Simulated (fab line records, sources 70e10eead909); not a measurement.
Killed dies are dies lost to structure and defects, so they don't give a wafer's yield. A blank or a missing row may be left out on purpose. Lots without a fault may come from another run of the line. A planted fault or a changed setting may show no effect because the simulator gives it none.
Which tool did it? | flow nand_harc | 24 lots, 72 wafers sampled, at 5 steps of a route of 1302

WHAT THE GAUGES READ, wafer by wafer
NHARC_P_BONDPAD_CD_MEAS_13.
lot  | measured     | on        | cd_nm (nm)
L074 | day 6 14:07  | cd_sem-01 | 498.9 499.4 496.1
L075 | day 7 05:59  | cd_sem-03 | 496.4 498.3 497.9
L076 | day 7 13:28  | cd_sem-02 | 496.5 496.3 499.5
L077 | day 7 19:21  | cd_sem-01 | 496.5 497.2 496.0
L078 | day 8 04:49  | cd_sem-02 | 498.1 500.0 499.9
L079 | day 8 11:16  | cd_sem-01 | 499.2 500.6 501.2
L080 | day 9 02:42  | cd_sem-01 | 500.4 501.2 499.9
L081 | day 9 11:35  | cd_sem-01 | 498.3 500.0 500.5
L082 | day 10 04:00 | cd_sem-02 | 498.4 496.4 496.6
L083 | day 10 19:17 | cd_sem-02 | 500.4 500.0 500.9
L084 | day 10 20:04 | cd_sem-03 | 498.1 497.8 497.0
L085 | day 11 05:45 | cd_sem-01 | 498.1 500.1 497.9
L086 | day 11 12:01 | cd_sem-02 | 499.2 499.5 498.9
L087 | day 11 21:26 | cd_sem-03 | 498.5 499.3 497.8
L089 | day 12 16:22 | cd_sem-01 | 501.2 501.8 501.4
L088 | day 12 17:02 | cd_sem-02 | 498.3 500.6 498.9
L090 | day 13 10:01 | cd_sem-02 | 499.6 500.4 502.0
L091 | day 13 11:20 | cd_sem-02 | 499.8 498.8 499.8
L092 | day 13 23:47 | cd_sem-03 | 497.9 497.4 498.2
L093 | day 14 12:28 | cd_sem-02 | 498.8 498.2 498.3
L095 | day 15 05:39 | cd_sem-03 | 500.2 500.0 497.8
L094 | day 15 16:43 | cd_sem-03 | 498.9 499.0 497.7
L096 | day 15 23:05 | cd_sem-03 | 499.3 501.0 500.2
L097 | day 15 23:42 | cd_sem-02 | 499.8 498.4 498.0

NHARC_A_SOURCE_PLATE_THK_MEAS_06: measures by ellipsometry.
lot  | measured     | on            | thk_nm (nm)
L074 | day 7 11:53  | film_metro-02 | 198.6 196.3 198.2
L075 | day 8 07:07  | film_metro-02 | 199.7 198.0 198.3
L076 | day 8 15:05  | film_metro-01 | 199.0 200.5 196.7
L077 | day 8 22:20  | film_metro-01 | 198.6 197.1 199.7
L078 | day 9 06:50  | film_metro-02 | 200.1 199.7 200.9
L079 | day 9 12:33  | film_metro-02 | 197.8 199.4 199.8
L080 | day 10 06:01 | film_metro-02 | 200.2 201.2 199.8
L081 | day 10 12:40 | film_metro-01 | 199.2 200.2 202.6
L082 | day 11 05:41 | film_metro-02 | 202.0 202.2 199.6
L083 | day 11 20:11 | film_metro-02 | 197.8 199.9 200.2
L084 | day 11 20:11 | film_metro-01 | 198.1 201.4 199.4
L085 | day 12 08:50 | film_metro-02 | 200.4 200.5 201.1
L086 | day 12 14:24 | film_metro-02 | 197.1 196.2 198.8
L087 | day 12 22:49 | film_metro-02 | 200.6 199.0 197.9
L089 | day 13 17:05 | film_metro-02 | 197.7 197.1 201.1
L088 | day 13 17:05 | film_metro-01 | 195.4 195.9 196.6
L090 | day 14 11:13 | film_metro-02 | 202.3 201.5 201.2
L091 | day 14 11:13 | film_metro-01 | 199.0 200.5 200.6
L092 | day 15 03:53 | film_metro-01 | 197.6 198.7 196.4
L093 | day 15 13:59 | film_metro-02 | 200.4 199.1 199.6
L095 | day 16 08:44 | film_metro-01 | 200.7 200.6 205.0
L094 | day 16 18:05 | film_metro-01 | 199.1 201.3 199.1
L096 | day 17 03:50 | film_metro-01 | 198.8 199.1 196.8
L097 | day 17 03:50 | film_metro-01 | 198.5 196.9 197.7

NHARC_A_ONON_D1_THK_MEAS_27: measures by ellipsometry.
lot  | measured     | on            | thk_nm (nm)
L074 | day 8 00:13  | film_metro-02 | 983 985 984
L075 | day 8 19:29  | film_metro-01 | 1009 1008 1008
L076 | day 9 05:07  | film_metro-01 | 1002 1003 1003
L077 | day 9 10:31  | film_metro-02 | 975 978 977
L078 | day 9 19:01  | film_metro-02 | 976 976 978
L079 | day 10 06:04 | film_metro-01 | 1014 1012 1012
L080 | day 10 22:07 | film_metro-02 | 993 993 992
L081 | day 10 22:15 | film_metro-02 | 990 989 988
L082 | day 11 18:04 | film_metro-02 | 1021 1020 1018
L083 | day 12 08:30 | film_metro-01 | 1014 1013 1014
L084 | day 12 08:52 | film_metro-01 | 989 986 987
L085 | day 12 23:47 | film_metro-02 | 1015 1014 1016
L086 | day 12 23:48 | film_metro-01 | 995 995 994
L087 | day 13 11:50 | film_metro-02 | 1017 1018 1019
L089 | day 14 09:12 | film_metro-02 | 1011 1012 1011
L088 | day 14 09:13 | film_metro-01 | 1024 1023 1023
L090 | day 14 23:35 | film_metro-02 | 992 993 991
L091 | day 14 23:36 | film_metro-01 | 1004 1003 1005
L092 | day 15 16:38 | film_metro-02 | 986 988 987
L093 | day 16 02:20 | film_metro-01 | 990 990 991
L095 | day 16 21:07 | film_metro-01 | 991 986 988
L094 | day 17 09:53 | film_metro-02 | 992 993 993
L096 | day 17 16:58 | film_metro-02 | 1012 1012 1011
L097 | day 17 16:57 | film_metro-01 | 1007 1007 1006

WHICH TOOL RAN EACH LOT (tool, then ch and the chambers of the sampled wafers, then the start)
lot  | NHARC_P_BONDPAD_ETCH_12                       | NHARC_P_BONDPAD_PVD_17
L074 | rie_diel-05 ch 0,1,2, day 6 14:07 or earlier  | pvd_sputter-02, day 7 11:53 or earlier
L075 | rie_diel-05 ch 1,2,3, day 7 05:59 or earlier  | pvd_sputter-02, day 8 07:07 or earlier
L076 | rie_diel-08 ch 2,3, day 7 13:28 or earlier    | pvd_sputter-02, day 8 15:05 or earlier
L077 | rie_diel-05 ch 0,1,3, day 7 19:21 or earlier  | pvd_sputter-02, day 8 22:20 or earlier
L078 | rie_diel-08 ch 0,2,3, day 8 04:49 or earlier  | pvd_sputter-01, day 9 06:50 or earlier
L079 | rie_diel-13 ch 0,1,3, day 8 11:16 or earlier  | pvd_sputter-02, day 9 12:33 or earlier
L080 | rie_diel-13 ch 1,2, day 9 02:42 or earlier    | pvd_sputter-02, day 10 06:01 or earlier
L081 | rie_diel-13 ch 0,1,2, day 9 11:35 or earlier  | pvd_sputter-01, day 10 12:40 or earlier
L082 | rie_diel-08 ch 1,2,3, day 10 04:00 or earlier | pvd_sputter-01, day 11 05:41 or earlier
L083 | rie_diel-08 ch 0,3, day 10 19:17 or earlier   | pvd_sputter-02, day 11 20:11 or earlier
L084 | rie_diel-13 ch 0,2,3, day 10 20:04 or earlier | pvd_sputter-02, day 11 20:11 or earlier
L085 | rie_diel-08 ch 0,2,3, day 11 05:45 or earlier | pvd_sputter-02, day 12 08:50 or earlier
L086 | rie_diel-13 ch 0,1,2, day 11 12:01 or earlier | pvd_sputter-01, day 12 14:24 or earlier
L087 | rie_diel-13 ch 1,3, day 11 21:26 or earlier   | pvd_sputter-01, day 12 22:49 or earlier
L089 | rie_diel-13 ch 0,1,2, day 12 16:22 or earlier | pvd_sputter-01, day 13 17:05 or earlier
L088 | rie_diel-05 ch 0,3, day 12 17:02 or earlier   | pvd_sputter-01, day 13 17:05 or earlier
L090 | rie_diel-05 ch 0,2, day 13 10:01 or earlier   | pvd_sputter-02, day 14 11:13 or earlier
L091 | rie_diel-08 ch 0,1,3, day 13 11:20 or earlier | pvd_sputter-01, day 14 11:13 or earlier
L092 | rie_diel-08 ch 1,3, day 13 23:47 or earlier   | pvd_sputter-02, day 15 03:53 or earlier
L093 | rie_diel-08 ch 0,1,3, day 14 12:28 or earlier | pvd_sputter-01, day 15 13:59 or earlier
L095 | rie_diel-13 ch 1,2,3, day 15 05:39 or earlier | pvd_sputter-02, day 16 08:44 or earlier
L094 | rie_diel-13 ch 1,2,3, day 15 16:43 or earlier | pvd_sputter-02, day 16 18:05 or earlier
L096 | rie_diel-08 ch 0,1, day 15 23:05 or earlier   | pvd_sputter-03, day 17 03:50 or earlier
L097 | rie_diel-13 ch 1,2,3, day 15 23:42 or earlier | pvd_sputter-02, day 17 03:50 or earlier
- NHARC_P_BONDPAD_ETCH_12: etches the open film in CHF3/O2, target depth 200 nm, time 100 s.
- NHARC_P_BONDPAD_PVD_17: deposits TaN, target thk 5 nm, time 8.06 s.

WHAT THE TOOLS THEMSELVES READ (means of the sampled wafers that have a number; where no wafer has one, the mark that the record gives instead)
NHARC_P_BONDPAD_ETCH_12.
lot  | tool        | drypump_motor_current_A (A) | oes_product_au (a.u.) | rf_vpp_V (V) | showerhead_plenum_p_Torr (Torr) | throttle_valve_pct (%)
L074 | rie_diel-05 | 6.4                         | 0.927                 | 371.4        | 2.43                            | 20.572
L075 | rie_diel-05 | 6.4                         | 0.931                 | 372.1        | 2.47                            | 20.570
L076 | rie_diel-08 | 5.4                         | 0.970                 | 369.6        | 2.37                            | 20.572
L077 | rie_diel-05 | 6.1                         | 0.929                 | 371.8        | 2.48                            | 20.575
L078 | rie_diel-08 | 5.6                         | 0.921                 | 370.5        | 2.38                            | 20.572
L079 | rie_diel-13 | 5.7                         | 0.976                 | 369.6        | 2.38                            | 20.565
L080 | rie_diel-13 | 6.2                         | 0.972                 | 371.8        | 2.47                            | 20.571
L081 | rie_diel-13 | 5.9                         | 0.925                 | 370.1        | 2.40                            | 20.570
L082 | rie_diel-08 | 5.4                         | 0.965                 | 370.3        | 2.36                            | 20.580
L083 | rie_diel-08 | 5.8                         | 0.915                 | 370.2        | 2.39                            | 20.565
L084 | rie_diel-13 | 5.7                         | 0.929                 | 370.9        | 2.42                            | 20.568
L085 | rie_diel-08 | 5.6                         | 0.963                 | 370.7        | 2.38                            | 20.569
L086 | rie_diel-13 | 5.9                         | 0.932                 | 371.1        | 2.39                            | 20.567
L087 | rie_diel-13 | 5.9                         | 0.925                 | 370.4        | 2.42                            | 20.569
L089 | rie_diel-13 | 5.9                         | 0.933                 | 370.2        | 2.39                            | 20.574
L088 | rie_diel-05 | 5.9                         | 0.932                 | 373.4        | 2.49                            | 20.563
L090 | rie_diel-05 | 6.1                         | 0.938                 | 371.7        | 2.44                            | 20.575
L091 | rie_diel-08 | 5.6                         | 0.923                 | 369.6        | 2.37                            | 20.579
L092 | rie_diel-08 | 5.2                         | 0.958                 | 369.8        | 2.38                            | 20.572
L093 | rie_diel-08 | 5.6                         | 0.930                 | 371.2        | 2.37                            | 20.568
L095 | rie_diel-13 | 5.9                         | 0.969                 | 371.3        | 2.45                            | 20.579
L094 | rie_diel-13 | 5.9                         | 0.964                 | 370.9        | 2.45                            | 20.579
L096 | rie_diel-08 | 5.7                         | 0.970                 | 369.6        | 2.35                            | 20.576
L097 | rie_diel-13 | 5.9                         | 0.963                 | 371.7        | 2.45                            | 20.570

NHARC_P_BONDPAD_PVD_17.
lot  | tool           | cathode_dc_power_W (W) | throttle_valve_pct (%)
L074 | pvd_sputter-02 | 14999                  | 30.4
L075 | pvd_sputter-02 | 15001                  | 30.5
L076 | pvd_sputter-02 | 15001                  | 30.6
L077 | pvd_sputter-02 | 15000                  | 30.6
L078 | pvd_sputter-01 | 14999                  | 30.3
L079 | pvd_sputter-02 | 15000                  | 30.5
L080 | pvd_sputter-02 | 14999                  | 29.9
L081 | pvd_sputter-01 | 15000                  | 30.8
L082 | pvd_sputter-01 | 14998                  | 30.3
L083 | pvd_sputter-02 | 15001                  | 30.0
L084 | pvd_sputter-02 | 14999                  | 29.2
L085 | pvd_sputter-02 | 15001                  | 29.7
L086 | pvd_sputter-01 | 15000                  | 30.5
L087 | pvd_sputter-01 | 14999                  | 31.1
L089 | pvd_sputter-01 | 14999                  | 30.5
L088 | pvd_sputter-01 | 15001                  | 30.5
L090 | pvd_sputter-02 | 14998                  | 29.1
L091 | pvd_sputter-01 | 14999                  | 30.6
L092 | pvd_sputter-02 | 14998                  | 29.7
L093 | pvd_sputter-01 | 14999                  | 30.2
L095 | pvd_sputter-02 | 15001                  | 29.5
L094 | pvd_sputter-02 | 15002                  | 29.5
L096 | pvd_sputter-03 | 15000                  | 28.3
L097 | pvd_sputter-02 | 15003                  | 30.0

THE ANSWER, worked out from the rows above alone
Rule: what is usual is taken from the lots themselves. Put in order of their means at a reading, lots are off if they are a third of the lots or fewer, leave a main group of 4 or more, and stand apart from it by a gap of 3 or more times the standard deviation of the main group's means; of several such gaps the widest counts. A main group whose means are all the same, to the digits that the tables above print for the reading, isn't used. A lot without any number at a reading at which 4 lots or more have one is off too. The other lots that the step has rows for count as sound. The gauges are gone through in route order, then the tools' own readings, and for those a lot's mean is taken as printed above. The first step at which some lot is off is used, and at that step the reading that is off furthest; a lot without a number counts as furthest.
No lot is off at any reading shown: from this, nothing can be told.

WHAT THE SIMULATOR HAD PUT IN
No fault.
